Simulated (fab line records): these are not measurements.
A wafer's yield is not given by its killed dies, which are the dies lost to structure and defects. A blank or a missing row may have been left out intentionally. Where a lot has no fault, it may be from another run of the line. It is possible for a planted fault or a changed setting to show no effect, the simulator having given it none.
Code-filled problem report in 8D (eight disciplines) form ; flow n5 finfet ; the parts of the form that need people (team, actions taken, sign-off) are left out

1. WHAT IS WRONG
N5_BEOL_M3_CO_CAP_55, run length s: mean 102.0 s over 1 wafer from 1 lot; wafers with no fault: 125.0 s, standard deviation 0.57. Relative to the usual mean, that is a shift of -40 standard deviations.
The step: material Co, precursor CCTBA/H2, target thk 2 nm, time 102.1 s.
Seen first at day 9 13:32 on cvd co-01, wafer L677.3. The record has a number at this step for 14 wafers belonging to 5 lots. Rule for "out", or "out of limits": more than 4 standard deviations from the usual mean. The rest of the wafers with a number are treated as sound.

2. WHAT IT IS, WHAT IT ISN'T
question;is;is not
which readings at this step;run length s;heater power w
which lots;L677;L673, L685, L690, L691
which wafers of those lots;L677.3;L677.5
read on which tools;cvd co-01;cvd co-02
when;from day 9 13:32;"up to then (4 sound wafers); but 9 sound wafers of L685, L690, L691 came after"

3. THE SUSPECTS, EACH WITH WHAT RULES IT OUT
Counting: a tool at a process step up to the reading stays a suspect if it ran every lot that is out. Sound lots after the first of them don't rule it out here, since some wafers of a struck lot are sound.
- pvd sputter-03 at N5_BEOL_M3_ANNEAL_91 (time 240 s): kept. It processed L677, the lot that is out, at day 9 12:05, and its most recent sound lot before then was L673 at day 8 02:30.
- pvd sputter-03 at N5_BEOL_M3_ANNEAL_93 (time 240 s): kept. It processed L677, the lot that is out, at day 9 12:19, and its most recent sound lot before then was L673 at day 8 02:43.
- pvd sputter-03 at N5_BEOL_M3_SPUTTER_94 (material Cu, target thk 4.5 nm, time 8.29 s): kept. It processed L677, the lot that is out, at day 9 12:27, and its most recent sound lot before then was L673 at day 8 02:52.
- pvd sputter-03 at N5_BEOL_M3_ANNEAL_95 (time 240 s): kept. It processed L677, the lot that is out, at day 9 12:32, and its most recent sound lot before then was L673 at day 8 02:56.
- cvd co-01 at N5_BEOL_M3_PRE_CLEAN_60 (time 15 s): kept. It ran the lot that is out, L677 (day 9 13:29).
- cvd co-01 at N5_BEOL_M3_CO_CAP_55 (material Co, precursor CCTBA/H2, target thk 2 nm, time 102.1 s): kept. It ran the lot that is out, L677 (day 9 13:32). Its own readings are out on those wafers: run length s.
- At N5_BEOL_M3_PRE_CLEAN_60 on cvd co-01, chamber 2 took the sound wafers of the same lots and chamber 0 took the wafers that are out.
- At N5_BEOL_M3_CO_CAP_55 on cvd co-01, chamber 2 took the sound wafers of the same lots and chamber 0 took the wafers that are out.
Left after counting: pvd sputter-03 at N5_BEOL_M3_ANNEAL_91, pvd sputter-03 at N5_BEOL_M3_ANNEAL_93, pvd sputter-03 at N5_BEOL_M3_SPUTTER_94, pvd sputter-03 at N5_BEOL_M3_ANNEAL_95, cvd co-01 at N5_BEOL_M3_PRE_CLEAN_60, cvd co-01 at N5_BEOL_M3_CO_CAP_55.

4. THE CAUSE (what the simulator had put in)
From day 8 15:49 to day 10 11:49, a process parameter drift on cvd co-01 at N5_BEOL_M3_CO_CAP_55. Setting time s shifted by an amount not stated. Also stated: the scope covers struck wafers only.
Counting left 6 suspects, and this tool is among them.

5. THE EFFECT CHAIN, in route order
Each row: a reading where the mean over the struck wafers with a number is more than 3 standard deviations away from the usual. Only readings whose record carries a usual standard deviation are examined. hours: median over the lots of the time between each lot's start at the first step of this table that gives one and its start at this step. sigmas: the change, counted in usual standard deviations.
hours;step;reading;usual;on struck wafers;change;sigmas
0;N5_BEOL_M3_CO_CAP_55;run length s;125.0 s;102.0;-23.0;-40
Process steps it contains:
- N5_BEOL_M3_CO_CAP_55: material Co, precursor CCTBA/H2, target thk 2 nm, time 102.1 s.
Later steps that measure or inspect, where all struck wafers having a row at the step show a number for every such reading and not one has moved that far: N5_BEOL_M4_RC_MEAS_101.

6. WHAT WOULD HAVE CAUGHT IT SOONER
First out-of-limits reading in this record: day 9 13:32, which is 22 hours after fault onset at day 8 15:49.
